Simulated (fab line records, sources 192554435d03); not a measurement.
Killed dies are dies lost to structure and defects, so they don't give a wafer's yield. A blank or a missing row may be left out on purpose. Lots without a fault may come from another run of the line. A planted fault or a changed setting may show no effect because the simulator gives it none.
Split-lot experiment | flow n5_finfet | 7 lots, 39 wafers read, on a route of 1938 steps

THE SPLIT
At N5_MOL_CONTACT_COAG_ETCH_124 (etches SiNx in CH3F/O2, stops on SiOC, target depth 6.5 nm), the setting target_depth_a was moved away from the recipe's 65 angstrom on 15 of the 39 wafers read, by -55.1% to +34.4%. The other wafers ran this setting at the recipe's value.

The file shows no step between the split and the reading.

THE READING
SOC_of_MOL_CONTACT_COAG_COAT_62.thk_nm (the simulator's own value, which no gauge read), in nm, at N5_MOL_CONTACT_COAG_ETCH_48 (etches SiOC in C4F6/O2, target depth 15 nm, overetch 4.5 nm, time 17 s). The file gives no usual value for it. The 24 wafers here that ran the recipe average 45.7 nm, standard deviation 0.24 nm.

wafer  | tool, chamber at the split | target_depth_a as run, angstrom | against the recipe | SOC_of_MOL_CONTACT_COAG_COAT_62.thk_nm, nm | against lot-mates on the recipe
L074.1 | rie_diel-03, 3             | 29.18                           | -55.1%             | 47.4                                       | +1.7
L074.5 | rie_diel-03, 2             | 29.18                           | -55.1%             | 47.4                                       | +1.7
L074.2 | rie_diel-03, 2             | 65                              | recipe             | 45.8                                       | -
L074.4 | rie_diel-03, 3             | 65                              | recipe             | 45.8                                       | -
L074.3 | rie_diel-03, 0             | 65                              | recipe             | 45.4                                       | -
L074.6 | rie_diel-03, 0             | 29.18                           | -55.1%             | 47.2                                       | +1.5
L078.1 | rie_diel-01, 3             | 52.63                           | -19.0%             | 46.6                                       | +1.1
L078.5 | rie_diel-01, 3             | 52.63                           | -19.0%             | 46.6                                       | +1.1
L078.2 | rie_diel-01, 1             | 65                              | recipe             | 45.4                                       | -
L078.3 | rie_diel-01, 0             | 65                              | recipe             | 45.4                                       | -
L078.4 | rie_diel-01, 0             | 52.63                           | -19.0%             | 46.2                                       | +0.7
L078.6 | rie_diel-01, 1             | 65                              | recipe             | 45.8                                       | -
L083.1 | rie_diel-03, 2             | 65                              | recipe             | 46                                         | -
L083.2 | rie_diel-03, 1             | 65                              | recipe             | 45                                         | -
L083.3 | rie_diel-03, 0             | 65                              | recipe             | 45.8                                       | -
L083.4 | rie_diel-03, 3             | 65                              | recipe             | 45.8                                       | -
L083.6 | rie_diel-03, 2             | 65                              | recipe             | 45.8                                       | -
L083.5 | rie_diel-03, 1             | 65                              | recipe             | 45.4                                       | -
L088.1 | rie_diel-01, 3             | 46.02                           | -29.2%             | 47                                         | +1.4
L088.6 | rie_diel-01, 3             | 46.02                           | -29.2%             | 47                                         | +1.4
L088.2 | rie_diel-01, 1             | 65                              | recipe             | 45.6                                       | -
L088.3 | rie_diel-01, 2             | 65                              | recipe             | 45.4                                       | -
L088.4 | rie_diel-01, 0             | 65                              | recipe             | 45.8                                       | -
L088.5 | rie_diel-01, 2             | 46.02                           | -29.2%             | 46.2                                       | +0.6
L089.1 | rie_diel-03, 3             | 87.33                           | +34.4%             | 44.8                                       | -0.9
L089.5 | rie_diel-03, 3             | 87.33                           | +34.4%             | 44.8                                       | -0.9
L089.2 | rie_diel-03, 1             | 65                              | recipe             | 45.6                                       | -
L089.3 | rie_diel-03, 0             | 65                              | recipe             | 45.8                                       | -
L089.4 | rie_diel-03, 1             | 65                              | recipe             | 45.8                                       | -
L089.6 | rie_diel-03, 0             | 87.33                           | +34.4%             | 45.2                                       | -0.5
L092.1 | rie_diel-01, 1             | 65                              | recipe             | 45.8                                       | -
L092.2 | rie_diel-01, 0             | 65                              | recipe             | 45.8                                       | -
L092.3 | rie_diel-01, 2             | 31.85                           | -51.0%             | 47.2                                       | +1.3
L092.5 | rie_diel-01, 2             | 31.85                           | -51.0%             | 47.2                                       | +1.3
L092.4 | rie_diel-01, 3             | 31.85                           | -51.0%             | 47.6                                       | +1.7
L092.6 | rie_diel-01, 3             | 65                              | recipe             | 46                                         | -
L095.1 | rie_diel-01, 0             | 65                              | recipe             | 46                                         | -
L095.3 | rie_diel-01, 1             | 65                              | recipe             | 46                                         | -
L095.5 | rie_diel-01, 2             | 65                              | recipe             | 45.6                                       | -

THE FIT
A straight line over all 39 wafers: SOC_of_MOL_CONTACT_COAG_COAT_62.thk_nm changes by -0.0296 nm for each +1% of target_depth_a; r = -0.94; the points scatter about the line by 0.26 nm.
The same after taking each lot's own level away (the mean of its wafers on the recipe; 39 wafers): -0.0295 nm for each +1%; r = -0.94; scatter 0.26 nm.
On that fit, the largest move of target_depth_a shifts the reading by 1.6 nm.
The lots' own levels span 45.53 to 45.87 nm, that is 1.4 times the standard deviation above.
So the lot-to-lot level changes the slope little: the two slopes agree.
Check: with one of the wafers moved furthest among these (-55.1%) left out of the fit, the line predicts +1.69 nm for it against its lot-mates. It came out at +1.73 nm against them.

OTHER SPLITS ON THESE WAFERS
These wafers also went through other splits before the reading. Each is held against what the fit with the lots' levels taken away leaves over:
other split on the same wafers       | wafers away from the commonest value | r with SOC_of_MOL_CONTACT_COAG_COAT_62.thk_nm (lot level and that fit taken away)
N5_FIN_SAQP_PECVD_06 time_s          | 12                                   | -0.17
N5_SD_EPI_P_EPI_21 epi_growth_time_s | 15                                   | -0.06

THE WHOLE CHAIN: every reading that the file lists as answering this split, in the file's order
step                         | what it does                                                           | reading                                                                                 | change (the file's fit)                                                              | r (the file's)
N5_MOL_CONTACT_COAG_ETCH_124 | etches SiNx in CH3F/O2, stops on SiOC, target depth 6.5 nm             | etch.depth_nm (the simulator's own value, which no gauge read)                          | not straight: 2.923 at the lowest setting, 4.987 at the recipe, 4.989 at the highest | not given
N5_MOL_CONTACT_COAG_ETCH_124 | etches SiNx in CH3F/O2, stops on SiOC, target depth 6.5 nm             | SOC_of_MOL_CONTACT_COAG_COAT_62.thk_nm (the simulator's own value, which no gauge read) | -0.0316 nm for each +1% of the setting                                               | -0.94
N5_MOL_CONTACT_COAG_ETCH_48  | etches SiOC in C4F6/O2, target depth 15 nm, overetch 4.5 nm, time 17 s | SOC_of_MOL_CONTACT_COAG_COAT_62.thk_nm (the simulator's own value, which no gauge read) | -0.0305 nm for each +1% of the setting                                               | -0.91

THE FILE'S OWN FIT
SOC_of_MOL_CONTACT_COAG_COAT_62.thk_nm changes by -0.0305 nm for each +1% of target_depth_a, r = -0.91.
